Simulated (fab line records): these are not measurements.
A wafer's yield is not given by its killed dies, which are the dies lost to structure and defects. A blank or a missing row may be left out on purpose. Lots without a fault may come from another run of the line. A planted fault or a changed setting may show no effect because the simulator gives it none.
Problem report in the 8D (eight disciplines) form, filled by code	flow n5-finfet	the parts of the form that need people (team, actions taken, sign-off) are left out

== 1. WHAT IS WRONG ==
Wafers with no fault read 2999.9 W with a standard deviation of 0.48, whereas cathode-dc-power-W at N5_MOL_CONTACT_COAG_SPUTTER_130 reads a mean of 2755.8 W on 1 wafer of 1 lot. So: -99 or more standard deviations from the usual mean.
The step: material Co, target thk 47.5 nm.
Seen first at day 8 03:38 on pvd-sputter-03, wafer L830.3. At this step, 28 wafers from 10 lots have a number in the record. The rule behind "out" and "out of limits": a value lying over 4 standard deviations away from the usual mean. The rest of the wafers with a number are treated as sound.

== 2. WHAT THIS IS AND IS NOT ==
question	is	is not
which readings at this step	cathode-dc-power-W	throttle-valve-pct
which lots	L830	L818, L820, L833, L834, L837, L838, L839, L840, L841
which wafers of those lots	L830.3	L830.1, L830.4
read on which tools	pvd-sputter-03	pvd-sputter-01, pvd-sputter-02
when	from day 8 03:38	up to then (8 sound wafers); but 19 sound wafers of L833, L834, L837, L838, L839, L840, L841 came after

== 3. SUSPECTS, AND WHAT RULES EACH OUT ==
Counting: a tool at a process step up to the reading stays a suspect if it ran every lot that is out. Sound lots after the first of them don't rule it out here, since some wafers of a struck lot are sound.
- rie-diel-02 at N5_MOL_CONTACT_COAG_ETCH_106 (etches SOC in N2/H2, target depth 80 nm, overetch 16 nm, time 120 s): kept. It ran the lot that is out, L830 (day 7 22:55).
- rie-diel-02 at N5_MOL_CONTACT_COAG_STRIP_98 (strips in N2/H2): kept. It ran the lot that is out, L830 (day 7 23:10).
- pvd-sputter-02 at N5_MOL_CONTACT_COAG_SPUTTER_143 (material Co, target thk 2.5 nm): kept. It ran the lot that is out, L830 (day 8 01:16); its last sound lot up to then is L818 (day 4 23:00).
- pvd-sputter-03 at N5_MOL_CONTACT_COAG_SPUTTER_130 (material Co, target thk 47.5 nm): kept. It ran the lot that is out, L830 (day 8 03:38); its last sound lot up to then is L820 (day 5 13:51). Its own readings are out on those wafers: cathode-dc-power-W.
- rie-diel-02, N5_MOL_CONTACT_COAG_ETCH_106: wafers that are out in chamber 1, sound lot-mates in chambers 0, 3.
- rie-diel-02, N5_MOL_CONTACT_COAG_STRIP_98: wafers that are out in chamber 1, sound lot-mates in chambers 0, 3.
Left after counting: rie-diel-02 at N5_MOL_CONTACT_COAG_ETCH_106, rie-diel-02 at N5_MOL_CONTACT_COAG_STRIP_98, pvd-sputter-02 at N5_MOL_CONTACT_COAG_SPUTTER_143, pvd-sputter-03 at N5_MOL_CONTACT_COAG_SPUTTER_130.

== 4. THE CAUSE (what the simulator had put in) ==
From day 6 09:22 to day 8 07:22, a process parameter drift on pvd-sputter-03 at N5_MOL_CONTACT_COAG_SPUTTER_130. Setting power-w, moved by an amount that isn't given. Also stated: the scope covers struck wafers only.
After counting, 4 suspects remain, this tool included.

== 5. SEQUENCE OF EFFECTS, ordered by route ==
Rows list readings where the struck wafers' mean (over those with a number) sits beyond 3 standard deviations from the usual. Readings are gone through only where the record gives a usual standard deviation; hours: the median, over the lots, of the time from a lot's start at the first step in this table giving one to that lot's start at this step; sigmas: the change measured in usual standard deviations.
hours	step	reading	usual	on struck wafers	change	sigmas
0	N5_MOL_CONTACT_COAG_SPUTTER_130	cathode-dc-power-W	2999.9 W	2755.8	-244.1	-99 or more
It contains these process steps:
- N5_MOL_CONTACT_COAG_SPUTTER_130: material Co, target thk 47.5 nm.
Later measuring or inspecting steps at which every struck wafer that the step has a row for has a number for every such reading, and none has moved that far: N5_BEOL_M4_RC_MEAS_101.

== 6. HOW IT WOULD HAVE BEEN CAUGHT EARLIER ==
First out-of-limits reading in this record: day 8 03:38, which is 42 hours after fault onset at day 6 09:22.
